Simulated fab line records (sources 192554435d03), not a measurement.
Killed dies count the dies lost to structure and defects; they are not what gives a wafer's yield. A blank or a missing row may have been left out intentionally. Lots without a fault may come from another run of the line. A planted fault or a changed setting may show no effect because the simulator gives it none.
What tool caused it? | flow n5-finfet | 24 lots, 72 wafers sampled, at 5 steps of a route of 1938

## WHAT EACH GAUGE READ, for each wafer
N5_BEOL_M0_SAQP_INSPECT_42: inspects for defects (brightfield). Usual: 304 for raw-defect-count, sd 90.
lot  | measured     | on                | raw-defect-count | flag
L075 | day 6 02:30  | defect-inspect-01 | 313 215 274      |
L074 | day 6 06:20  | defect-inspect-02 | 329 432 325      |
L076 | day 6 10:30  | defect-inspect-01 | 285 259 202      |
L077 | day 6 16:44  | defect-inspect-02 | 337 321 226      |
L078 | day 6 23:38  | defect-inspect-02 | 253 259 165      |
L079 | day 7 02:11  | defect-inspect-01 | 169 216 152      |
L080 | day 7 05:49  | defect-inspect-02 | 330 278 278      |
L081 | day 7 13:48  | defect-inspect-02 | 413 489 379      |
L082 | day 7 18:20  | defect-inspect-02 | 521 473 369      |
L083 | day 8 04:24  | defect-inspect-02 | 310 221 359      |
L084 | day 8 14:29  | defect-inspect-01 | 296 317 259      |
L087 | day 9 06:14  | defect-inspect-02 | 193 257 224      |
L085 | day 9 14:53  | defect-inspect-01 | 246 208 218      |
L086 | day 9 15:29  | defect-inspect-02 | 235 294 336      |
L088 | day 10 00:22 | defect-inspect-01 | 425 328 364      |
L089 | day 10 04:29 | defect-inspect-02 | 410 344 425      |
L091 | day 10 05:48 | defect-inspect-01 | 438 386 334      |
L090 | day 10 08:10 | defect-inspect-02 | 297 200 264      |
L092 | day 10 13:23 | defect-inspect-02 | 296 223 232      |
L093 | day 10 14:37 | defect-inspect-01 | 305 159 158      |
L094 | day 10 20:52 | defect-inspect-02 | 316 448 426      |
L095 | day 10 21:21 | defect-inspect-01 | 457 576 275      |
L096 | day 11 03:45 | defect-inspect-01 | 325 311 308      |
L097 | day 11 15:55 | defect-inspect-01 | 383 336 291      |

## TOOL THAT RAN EACH LOT (tool first, then ch and the chambers of the sampled wafers, then the start)
lot  | N5_MOL_CONTACT_COAG_DESCUM_45      | N5_MOL_CONTACT_COAG_STRIP_49         | N5_BEOL_M0_SAQP_PECVD_00        | N5_BEOL_M0_SAQP_RECESS_104
L075 | rie-diel-03 ch 0,1, day 5 15:14    | plasma-asher-02 ch 0,1, day 5 16:54  | pecvd-01 ch 0,1,2, day 5 21:10  | vapor-etch-01 ch 0,1, day 6 00:19
L074 | rie-diel-05 ch 2,3, day 5 19:53    | plasma-asher-01 ch 0,1, day 5 20:38  | pecvd-01 ch 1,2, day 6 00:54    | vapor-etch-02 ch 0,1, day 6 04:18
L076 | rie-diel-05 ch 0,3, day 5 22:49    | plasma-asher-01 ch 0,1, day 5 23:32  | pecvd-02 ch 0,2, day 6 03:55    | vapor-etch-01 ch 0,1, day 6 08:24
L077 | rie-diel-05 ch 0,2,3, day 6 05:11  | plasma-asher-01 ch 0,1, day 6 05:52  | pecvd-02 ch 0,1,2, day 6 10:08  | vapor-etch-02 ch 0,1, day 6 14:00
L078 | rie-diel-04 ch 0,2,3, day 6 11:16  | plasma-asher-02 ch 0,1, day 6 12:29  | pecvd-01 ch 0,1,2, day 6 16:46  | vapor-etch-01 ch 0,1, day 6 21:44
L079 | rie-diel-05 ch 0,1,3, day 6 15:00  | plasma-asher-02 ch 0,1, day 6 15:41  | pecvd-01 ch 0,2, day 6 20:36    | vapor-etch-01 ch 0,1, day 7 00:16
L080 | rie-diel-03 ch 0,2,3, day 6 16:34  | plasma-asher-01 ch 1, day 6 17:14    | pecvd-01 ch 1,2, day 6 23:36    | vapor-etch-02 ch 0,1, day 7 02:50
L081 | rie-diel-05 ch 0,2,3, day 7 03:19  | plasma-asher-01 ch 0,1, day 7 04:46  | pecvd-01 ch 0,1, day 7 09:02    | vapor-etch-02 ch 0,1, day 7 11:54
L082 | rie-diel-05 ch 1,2,3, day 7 07:13  | plasma-asher-02 ch 0,1, day 7 07:53  | pecvd-02 ch 0,1,2, day 7 12:10  | vapor-etch-02 ch 0,1, day 7 16:26
L083 | rie-diel-05 ch 1,2,3, day 7 17:37  | plasma-asher-01 ch 0,1, day 7 18:39  | pecvd-02 ch 0,1, day 7 22:56    | vapor-etch-02 ch 0,1, day 8 02:14
L084 | rie-diel-05 ch 0,1,2, day 8 00:56  | plasma-asher-02 ch 0,1, day 8 01:56  | pecvd-03 ch 0,1, day 8 06:14    | vapor-etch-01 ch 1, day 8 10:43
L087 | rie-diel-03 ch 1,2, day 8 16:46    | plasma-asher-01 ch 0,1, day 8 17:46  | pecvd-01 ch 0,1, day 8 22:04    | vapor-etch-01 ch 0,1, day 9 04:25
L085 | rie-diel-05 ch 0,1,2, day 8 21:10  | plasma-asher-02 ch 0,1, day 8 21:58  | pecvd-01 ch 0,1,2, day 9 02:14  | vapor-etch-02 ch 0,1, day 9 09:35
L086 | rie-diel-05 ch 2,3, day 8 21:45    | plasma-asher-01 ch 0,1, day 8 22:38  | pecvd-03 ch 1,2, day 9 05:15    | vapor-etch-02 ch 0,1, day 9 11:53
L088 | rie-diel-03 ch 1,3, day 9 12:59    | plasma-asher-02 ch 0,1, day 9 14:01  | pecvd-03 ch 0,1,2, day 9 18:18  | vapor-etch-01 ch 0,1, day 9 22:08
L089 | rie-diel-04 ch 1,3, day 9 14:16    | plasma-asher-01 ch 0,1, day 9 15:26  | pecvd-01 ch 0,2, day 9 21:20    | vapor-etch-01 ch 0,1, day 10 02:43
L091 | rie-diel-04 ch 0,1,3, day 9 18:25  | plasma-asher-02 ch 0,1, day 9 19:08  | pecvd-02 ch 1,2, day 10 00:19   | vapor-etch-02 ch 0,1, day 10 03:42
L090 | rie-diel-03 ch 1,2,3, day 9 19:04  | plasma-asher-02 ch 0, day 9 19:45    | pecvd-01 ch 1,2, day 10 03:18   | vapor-etch-01 ch 0,1, day 10 06:11
L092 | rie-diel-03 ch 0,1,2, day 10 00:22 | plasma-asher-02 ch 0,1, day 10 01:02 | pecvd-01 ch 0,1,2, day 10 06:19 | vapor-etch-02 ch 0, day 10 10:46
L093 | rie-diel-05 ch 0,1,2, day 10 02:26 | plasma-asher-02 ch 0,1, day 10 03:08 | pecvd-03 ch 0,1,2, day 10 09:18 | vapor-etch-02 ch 0,1, day 10 12:34
L094 | rie-diel-04 ch 1,2, day 10 07:32   | plasma-asher-02 ch 0,1, day 10 08:12 | pecvd-02 ch 0,1,2, day 10 12:32 | vapor-etch-01 ch 0,1, day 10 17:25
L095 | rie-diel-05 ch 0,1,2, day 10 07:49 | plasma-asher-01 ch 0,1, day 10 08:31 | pecvd-01 ch 0,1,2, day 10 15:33 | vapor-etch-01 ch 0,1, day 10 19:01
L096 | rie-diel-05 ch 2,3, day 10 17:07   | plasma-asher-01 ch 0,1, day 10 17:49 | pecvd-02 ch 0,1,2, day 10 22:07 | vapor-etch-02 ch 0,1, day 11 01:58
L097 | rie-diel-05 ch 0,2, day 11 01:20   | plasma-asher-01 ch 0,1, day 11 02:19 | pecvd-02 ch 0,1,2, day 11 06:38 | vapor-etch-02 ch 0,1, day 11 12:02
- N5_MOL_CONTACT_COAG_DESCUM_45: chemistry O2, time 7 s.
- N5_MOL_CONTACT_COAG_STRIP_49: strips in N2/H2, time 30 s.
- N5_BEOL_M0_SAQP_PECVD_00: deposits SiCN from 3MS/NH3, target thk 8 nm, time 14 s.
- N5_BEOL_M0_SAQP_RECESS_104: chemistry HF/NH3, target SiO2, target depth 18 nm, afs cycles 3, sublimation time 60 s.

## WHAT THE TOOLS THEMSELVES READ (means of the sampled wafers that have a number; where no wafer has one, the mark that the record gives instead)
N5_MOL_CONTACT_COAG_DESCUM_45. Usual: drypump-motor-current-A 5.6 A, standard deviation 0.4; oes-product-au 0.78 a.u., standard deviation 0.089; rf-fwd-power-W 49.38 W, standard deviation 0.28; rf-vpp-V 243.2 V, standard deviation 1.2; showerhead-plenum-p-Torr 2.11 Torr, standard deviation 0.058; throttle-valve-pct 20.64 %, standard deviation 0.15.
lot  | tool        | drypump-motor-current-A (A) | oes-product-au (a.u.) | rf-fwd-power-W (W) | rf-vpp-V (V) | showerhead-plenum-p-Torr (Torr) | throttle-valve-pct (%) | flag
L075 | rie-diel-03 | 6.0                         | 0.73                  | 49.32              | 242.7        | 2.10                            | 20.56                  |
L074 | rie-diel-05 | 5.6                         | 0.74                  | 49.77              | 242.9        | 2.12                            | 20.81                  |
L076 | rie-diel-05 | 5.9                         | 0.73                  | 49.51              | 242.6        | 2.08                            | 20.75                  |
L077 | rie-diel-05 | 5.7                         | 0.74                  | 49.54              | 242.4        | 2.09                            | 20.70                  |
L078 | rie-diel-04 | 5.5                         | 0.82                  | 49.43              | 244.3        | 2.13                            | 20.61                  |
L079 | rie-diel-05 | 5.7                         | 0.81                  | 49.17              | 242.9        | 2.09                            | 20.67                  |
L080 | rie-diel-03 | 5.5                         | 0.78                  | 49.26              | 244.3        | 2.12                            | 20.55                  |
L081 | rie-diel-05 | 5.7                         | 0.74                  | 49.50              | 242.8        | 2.09                            | 20.70                  |
L082 | rie-diel-05 | 5.5                         | 0.81                  | 49.40              | 243.2        | 2.14                            | 20.74                  |
L083 | rie-diel-05 | 5.5                         | 0.81                  | 49.38              | 243.9        | 2.13                            | 20.75                  |
L084 | rie-diel-05 | 5.5                         | 0.80                  | 49.38              | 243.1        | 2.10                            | 20.64                  |
L087 | rie-diel-03 | 5.7                         | 0.73                  | 49.45              | 244.1        | 2.15                            | 20.68                  |
L085 | rie-diel-05 | 5.5                         | 0.79                  | 49.19              | 242.9        | 2.10                            | 20.65                  |
L086 | rie-diel-05 | 5.5                         | 0.73                  | 49.79              | 242.7        | 2.13                            | 20.80                  |
L088 | rie-diel-03 | 5.7                         | 0.86                  | 49.28              | 243.5        | 2.13                            | 20.49                  |
L089 | rie-diel-04 | 6.0                         | 0.74                  | 49.61              | 243.1        | 2.11                            | 20.56                  |
L091 | rie-diel-04 | 5.5                         | 0.78                  | 49.58              | 242.7        | 2.10                            | 20.52                  |
L090 | rie-diel-03 | 5.7                         | 0.79                  | 49.32              | 243.7        | 2.14                            | 20.59                  |
L092 | rie-diel-03 | 5.8                         | 0.81                  | 49.33              | 243.5        | 2.11                            | 20.52                  |
L093 | rie-diel-05 | 5.5                         | 0.79                  | 49.26              | 242.6        | 2.09                            | 20.65                  |
L094 | rie-diel-04 | 5.4                         | 0.85                  | 49.44              | 242.8        | 2.03                            | 20.55                  |
L095 | rie-diel-05 | 5.5                         | 0.78                  | 49.21              | 242.9        | 2.09                            | 20.67                  |
L096 | rie-diel-05 | 5.5                         | 0.72                  | 49.56              | 242.8        | 2.13                            | 20.81                  |
L097 | rie-diel-05 | 5.8                         | 0.71                  | 49.30              | 241.2        | 2.04                            | 20.64                  |

N5_MOL_CONTACT_COAG_STRIP_49. Usual: drypump-motor-current-A 5.9 A, standard deviation 0.42; heater-power-w 332 W, standard deviation 23; n2-flow-sccm 1750 sccm, standard deviation 5.2.
lot  | tool            | drypump-motor-current-A (A) | heater-power-w (W) | n2-flow-sccm (sccm) | flag
L075 | plasma-asher-02 | 6.0                         | 358                | 1753                |
L074 | plasma-asher-01 | 5.9                         | 311                | 1751                |
L076 | plasma-asher-01 | 6.0                         | 312                | 1749                |
L077 | plasma-asher-01 | 5.9                         | 313                | 1749                |
L078 | plasma-asher-02 | 6.2                         | 349                | 1744                |
L079 | plasma-asher-02 | 5.9                         | 358                | 1751                |
L080 | plasma-asher-01 | 5.3                         | 305                | 1747                |
L081 | plasma-asher-01 | 6.0                         | 307                | 1751                |
L082 | plasma-asher-02 | 6.2                         | 351                | 1744                |
L083 | plasma-asher-01 | 6.0                         | 313                | 1751                |
L084 | plasma-asher-02 | 5.9                         | 357                | 1754                |
L087 | plasma-asher-01 | 5.7                         | 310                | 1746                |
L085 | plasma-asher-02 | 6.2                         | 351                | 1752                |
L086 | plasma-asher-01 | 6.0                         | 312                | 1747                |
L088 | plasma-asher-02 | 6.0                         | 357                | 1752                |
L089 | plasma-asher-01 | 5.6                         | 310                | 1752                |
L091 | plasma-asher-02 | 6.0                         | 353                | 1751                |
L090 | plasma-asher-02 | 6.4                         | 347                | 1752                |
L092 | plasma-asher-02 | 5.9                         | 356                | 1757                |
L093 | plasma-asher-02 | 6.2                         | 353                | 1748                |
L094 | plasma-asher-02 | 6.2                         | 347                | 1748                |
L095 | plasma-asher-01 | 5.7                         | 311                | 1756                |
L096 | plasma-asher-01 | 5.7                         | 312                | 1747                |
L097 | plasma-asher-01 | 5.6                         | 312                | 1756                |

N5_BEOL_M0_SAQP_PECVD_00. Usual: rf-fwd-power-W 198.9 W, standard deviation 1.5; showerhead-plenum-p-Torr 3.667 Torr, standard deviation 0.0092; throttle-valve-pct 9.2 %, standard deviation 0.53.
lot  | tool     | rf-fwd-power-W (W) | showerhead-plenum-p-Torr (Torr) | throttle-valve-pct (%) | flag
L075 | pecvd-01 | 199.4              | 3.675                           | 9.4                    |
L074 | pecvd-01 | 198.1              | 3.668                           | 9.4                    |
L076 | pecvd-02 | 198.4              | 3.658                           | 9.3                    |
L077 | pecvd-02 | 198.2              | 3.662                           | 9.4                    |
L078 | pecvd-01 | 198.5              | 3.673                           | 9.4                    |
L079 | pecvd-01 | 201.0              | 3.671                           | 8.8                    |
L080 | pecvd-01 | 199.1              | 3.674                           | 9.0                    |
L081 | pecvd-01 | 198.0              | 3.672                           | 9.7                    |
L082 | pecvd-02 | 198.5              | 3.663                           | 9.3                    |
L083 | pecvd-02 | 200.3              | 3.664                           | 9.6                    |
L084 | pecvd-03 | 199.0              | 3.661                           | 9.2                    |
L087 | pecvd-01 | 197.6              | 3.675                           | 9.8                    |
L085 | pecvd-01 | 198.6              | 3.670                           | 9.4                    |
L086 | pecvd-03 | 199.4              | 3.665                           | 8.9                    |
L088 | pecvd-03 | 199.4              | 3.660                           | 8.6                    |
L089 | pecvd-01 | 199.3              | 3.671                           | 9.0                    |
L091 | pecvd-02 | 197.8              | 3.655                           | 9.0                    |
L090 | pecvd-01 | 197.3              | 3.673                           | 9.4                    |
L092 | pecvd-01 | 199.0              | 3.670                           | 9.5                    |
L093 | pecvd-03 | 199.2              | 3.664                           | 8.7                    |
L094 | pecvd-02 | 198.6              | 3.660                           | 9.5                    |
L095 | pecvd-01 | 198.9              | 3.674                           | 9.3                    |
L096 | pecvd-02 | 199.2              | 3.666                           | 9.3                    |
L097 | pecvd-02 | 198.1              | 3.662                           | 9.3                    |

N5_BEOL_M0_SAQP_RECESS_104. Usual: drypump-motor-current-A 5.59 A, standard deviation 0.26; foreline-p-Torr 0.1280 Torr, standard deviation 0.00037.
lot  | tool          | drypump-motor-current-A (A) | foreline-p-Torr (Torr) | flag
L075 | vapor-etch-01 | 5.67                        | 0.1280                 |
L074 | vapor-etch-02 | 5.43                        | 0.1280                 |
L076 | vapor-etch-01 | 5.67                        | 0.1282                 |
L077 | vapor-etch-02 | 5.44                        | 0.1280                 |
L078 | vapor-etch-01 | 5.62                        | 0.1280                 |
L079 | vapor-etch-01 | 5.64                        | 0.1272                 |
L080 | vapor-etch-02 | 5.66                        | 0.1281                 |
L081 | vapor-etch-02 | 5.67                        | 0.1279                 |
L082 | vapor-etch-02 | 5.44                        | 0.1279                 |
L083 | vapor-etch-02 | 5.42                        | 0.1282                 |
L084 | vapor-etch-01 | 5.71                        | 0.1286                 |
L087 | vapor-etch-01 | 5.68                        | 0.1277                 |
L085 | vapor-etch-02 | 5.44                        | 0.1280                 |
L086 | vapor-etch-02 | 5.63                        | 0.1278                 |
L088 | vapor-etch-01 | 5.61                        | 0.1279                 |
L089 | vapor-etch-01 | 5.62                        | 0.1278                 |
L091 | vapor-etch-02 | 5.44                        | 0.1282                 |
L090 | vapor-etch-01 | 5.62                        | 0.1286                 |
L092 | vapor-etch-02 | 5.90                        | 0.1280                 |
L093 | vapor-etch-02 | 5.43                        | 0.1280                 |
L094 | vapor-etch-01 | 5.67                        | 0.1277                 |
L095 | vapor-etch-01 | 5.66                        | 0.1278                 |
L096 | vapor-etch-02 | 5.42                        | 0.1281                 |
L097 | vapor-etch-02 | 5.44                        | 0.1281                 |

## THE ANSWER, worked out from the rows above alone
Rule: lot off if the mean of its wafers having a number is beyond 3 standard deviations from the usual mean. Also off: a lot with no number at a reading for which 4 or more lots have one. The other lots that the step has rows for count as sound. The gauges are gone through in route order, then the tools' own readings, and for those a lot's mean is taken as printed above. The first step at which some lot is off is used, and at that step the reading that is off furthest; a lot without a number counts as furthest.
No lot is off on any of the readings shown, so nothing can be concluded from this.

## WHAT THE SIMULATOR PUT IN
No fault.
